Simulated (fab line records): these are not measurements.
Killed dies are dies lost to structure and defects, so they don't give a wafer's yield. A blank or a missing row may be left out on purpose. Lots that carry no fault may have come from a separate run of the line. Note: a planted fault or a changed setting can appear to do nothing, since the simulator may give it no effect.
Matching of chambers | flow n5Finfet | pecvd-04 running N5_BEOL_M5_DEP_56: 3 sister chambers
The step deposits SiCN from 3MS/NH3, target thk 8 nm, time 14 s. 3 wafers are shown with their chamber, then 9 later ones without.

== EACH WAFER AND ITS CHAMBER ==
wafer  | chamber | throttleValvePct (%)
L085.2 | 0       | 9.0
L085.5 | 2       | 8.7
L085.6 | 1       | 9.4

== WAFERS MISSING THEIR CHAMBER ==
wafer  | throttleValvePct (%)
L089.1 | 8.8
L089.4 | 9.1
L089.5 | 9.1
L092.1 | 9.5
L092.2 | 9.0
L092.3 | 8.5
L095.2 | 9.7
L095.3 | 8.8
L095.4 | 8.9

== CHAMBER TAKEN BY EACH ==
wafer  | from the rows above     | in truth
L089.1 | can't be placed: 2 or 0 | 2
L089.4 | can't be placed: 0 or 1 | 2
L089.5 | can't be placed: 0 or 1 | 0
L092.1 | 1                       | 1
L092.2 | 0                       | 0
L092.3 | 2                       | 2
L095.2 | 1                       | 1
L095.3 | can't be placed: 2 or 0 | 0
L095.4 | can't be placed: 0 or 2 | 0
Correctly placed: 4 of 9. Not placeable from these rows: 5 (in 4, the candidates include the true chamber). Number placed wrongly: 0.
How it was worked out, from the rows above alone: a wafer's distance from a chamber is the root of the sum, over the readings, of the square of ((its reading less the chamber's mean) divided by the reading's scatter). If the next closest chamber is less than 2 further off than the closest, the wafer can't be placed; otherwise it belongs to the closest. The mean given for a chamber averages the wafers shown for that chamber. The scatter: root of mean squared gap, hidden wafer to nearest shown wafer, with one shown wafer a chamber.
